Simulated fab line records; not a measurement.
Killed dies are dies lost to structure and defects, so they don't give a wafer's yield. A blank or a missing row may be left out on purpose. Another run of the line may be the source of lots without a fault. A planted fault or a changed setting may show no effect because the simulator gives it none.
Matching of chambers / flow n5-finfet / rie-diel-04 running N5_BEOL_M12_VIA_ETCH_16: 4 sister chambers
The step etches SiOC in C4F8/O2/Ar, target depth 724.8 nm. 14 wafers are shown with their chamber, then 7 later ones without.

WAFERS PAIRED WITH THEIR CHAMBERS
wafer=L077.1; chamber=2; showerhead-plenum-p-Torr (Torr)=3.62; drypump-motor-current-A (A)=6.5; rf-vpp-V (V)=670.5
wafer=L077.5; chamber=1; showerhead-plenum-p-Torr (Torr)=3.36; drypump-motor-current-A (A)=5.6; rf-vpp-V (V)=664.5
wafer=L077.6; chamber=2; showerhead-plenum-p-Torr (Torr)=3.62; drypump-motor-current-A (A)=6.5; rf-vpp-V (V)=670.0
wafer=L079.1; chamber=3; showerhead-plenum-p-Torr (Torr)=3.25; drypump-motor-current-A (A)=5.6; rf-vpp-V (V)=659.9
wafer=L079.2; chamber=2; showerhead-plenum-p-Torr (Torr)=3.62; drypump-motor-current-A (A)=6.5; rf-vpp-V (V)=669.4
wafer=L079.3; chamber=1; showerhead-plenum-p-Torr (Torr)=3.36; drypump-motor-current-A (A)=5.6; rf-vpp-V (V)=663.8
wafer=L082.2; chamber=3; showerhead-plenum-p-Torr (Torr)=3.24; drypump-motor-current-A (A)=5.7; rf-vpp-V (V)=660.1
wafer=L082.5; chamber=1; showerhead-plenum-p-Torr (Torr)=3.36; drypump-motor-current-A (A)=5.6; rf-vpp-V (V)=664.6
wafer=L082.6; chamber=0; showerhead-plenum-p-Torr (Torr)=3.37; drypump-motor-current-A (A)=5.6; rf-vpp-V (V)=663.7
wafer=L084.1; chamber=3; showerhead-plenum-p-Torr (Torr)=3.24; drypump-motor-current-A (A)=5.7; rf-vpp-V (V)=660.9
wafer=L084.3; chamber=2; showerhead-plenum-p-Torr (Torr)=3.61; drypump-motor-current-A (A)=6.6; rf-vpp-V (V)=670.8
wafer=L084.6; chamber=0; showerhead-plenum-p-Torr (Torr)=3.37; drypump-motor-current-A (A)=5.6; rf-vpp-V (V)=663.7
wafer=L090.1; chamber=0; showerhead-plenum-p-Torr (Torr)=3.36; drypump-motor-current-A (A)=5.6; rf-vpp-V (V)=663.5
wafer=L090.3; chamber=1; showerhead-plenum-p-Torr (Torr)=3.35; drypump-motor-current-A (A)=5.6; rf-vpp-V (V)=663.5

SIGNATURES, as means of the wafers listed above
reading=showerhead-plenum-p-Torr; chamber 0=3.3667; chamber 1=3.3575; chamber 2=3.6175; chamber 3=3.2433; scatter within a chamber=0.00532
reading=drypump-motor-current-A; chamber 0=5.600; chamber 1=5.600; chamber 2=6.525; chamber 3=5.667; scatter within a chamber=0.0376
reading=rf-vpp-V; chamber 0=663.633; chamber 1=664.100; chamber 2=670.175; chamber 3=660.300; scatter within a chamber=0.507
Rule: distance of a wafer from a chamber = root of the sum over the readings of ((wafer's reading minus chamber's mean) / reading's scatter) squared. If the next closest chamber is less than 2 further off than the closest, the wafer can't be placed; otherwise it belongs to the closest. How the scatter is found: for the shown wafers, subtract from each reading the mean of its chamber, square and add these, divide the total by (wafers less chambers), then take the root.

WAFERS WHOSE CHAMBER IS MISSING
wafer=L090.5; showerhead-plenum-p-Torr (Torr)=3.60; drypump-motor-current-A (A)=6.5; rf-vpp-V (V)=670.8
wafer=L093.1; showerhead-plenum-p-Torr (Torr)=3.35; drypump-motor-current-A (A)=5.6; rf-vpp-V (V)=662.8
wafer=L093.2; showerhead-plenum-p-Torr (Torr)=3.36; drypump-motor-current-A (A)=5.6; rf-vpp-V (V)=663.8
wafer=L093.4; showerhead-plenum-p-Torr (Torr)=3.35; drypump-motor-current-A (A)=5.6; rf-vpp-V (V)=664.4
wafer=L096.2; showerhead-plenum-p-Torr (Torr)=3.60; drypump-motor-current-A (A)=6.5; rf-vpp-V (V)=669.9
wafer=L096.4; showerhead-plenum-p-Torr (Torr)=3.35; drypump-motor-current-A (A)=5.6; rf-vpp-V (V)=663.4
wafer=L096.6; showerhead-plenum-p-Torr (Torr)=3.35; drypump-motor-current-A (A)=5.6; rf-vpp-V (V)=663.0

THE CHAMBER EACH PASSED THROUGH
wafer=L090.5; from the rows above=2; in truth=2
wafer=L093.1; from the rows above=can't be placed: 1 or 0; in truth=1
wafer=L093.2; from the rows above=can't be placed: 1 or 0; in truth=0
wafer=L093.4; from the rows above=can't be placed: 1 or 0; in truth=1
wafer=L096.2; from the rows above=2; in truth=2
wafer=L096.4; from the rows above=can't be placed: 1 or 0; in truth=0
wafer=L096.6; from the rows above=can't be placed: 1 or 0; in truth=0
2 of 7 placed correctly. From these rows, 5 cannot be placed; in 5 the true chamber is one of the candidates. Wrongly placed: 0.
